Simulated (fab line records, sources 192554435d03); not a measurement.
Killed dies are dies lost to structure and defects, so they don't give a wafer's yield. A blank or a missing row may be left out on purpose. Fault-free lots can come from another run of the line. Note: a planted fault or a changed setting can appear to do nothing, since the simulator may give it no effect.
Chamber matching / flow n5Finfet / 4 sister chambers for N5_BEOL_M3_DESCUM_33 on rieDiel-02
The step chemistry O2, time 7 s. 4 wafers are shown with their chamber, then 7 later ones without.

== EACH WAFER AND ITS CHAMBER ==
wafer=L082.4; chamber=2; drypumpMotorCurrentA (A)=5.7
wafer=L085.3; chamber=1; drypumpMotorCurrentA (A)=5.9
wafer=L088.1; chamber=0; drypumpMotorCurrentA (A)=5.3
wafer=L088.2; chamber=3; drypumpMotorCurrentA (A)=5.5

== WAFERS WHOSE CHAMBER IS MISSING ==
wafer=L088.3; drypumpMotorCurrentA (A)=5.7
wafer=L090.1; drypumpMotorCurrentA (A)=5.8
wafer=L090.2; drypumpMotorCurrentA (A)=5.3
wafer=L090.6; drypumpMotorCurrentA (A)=5.4
wafer=L094.1; drypumpMotorCurrentA (A)=5.3
wafer=L094.2; drypumpMotorCurrentA (A)=5.7
wafer=L094.4; drypumpMotorCurrentA (A)=5.8

== EACH ONE'S CHAMBER ==
wafer=L088.3; from the rows above=2; in truth=2
wafer=L090.1; from the rows above=can't be placed: 2 or 1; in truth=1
wafer=L090.2; from the rows above=0; in truth=0
wafer=L090.6; from the rows above=can't be placed: 3 or 0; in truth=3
wafer=L094.1; from the rows above=0; in truth=0
wafer=L094.2; from the rows above=2; in truth=2
wafer=L094.4; from the rows above=can't be placed: 2 or 1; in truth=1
Correct placement for 4 of the 7. Cannot be placed on the basis of these rows: 3; the candidates contain the true chamber in 3. Number placed wrongly: 0.
How it was worked out, from the rows above alone: a wafer's distance from a chamber is the root of the sum, over the readings, of the square of ((its reading less the chamber's mean) divided by the reading's scatter). If the next closest chamber is less than 2 further off than the closest, the wafer can't be placed; otherwise it belongs to the closest. For every chamber, the mean is computed from those of its wafers that are shown. The scatter: with one shown wafer a chamber, the root of the mean of the squares of how far each hidden wafer lies from its nearest shown one.
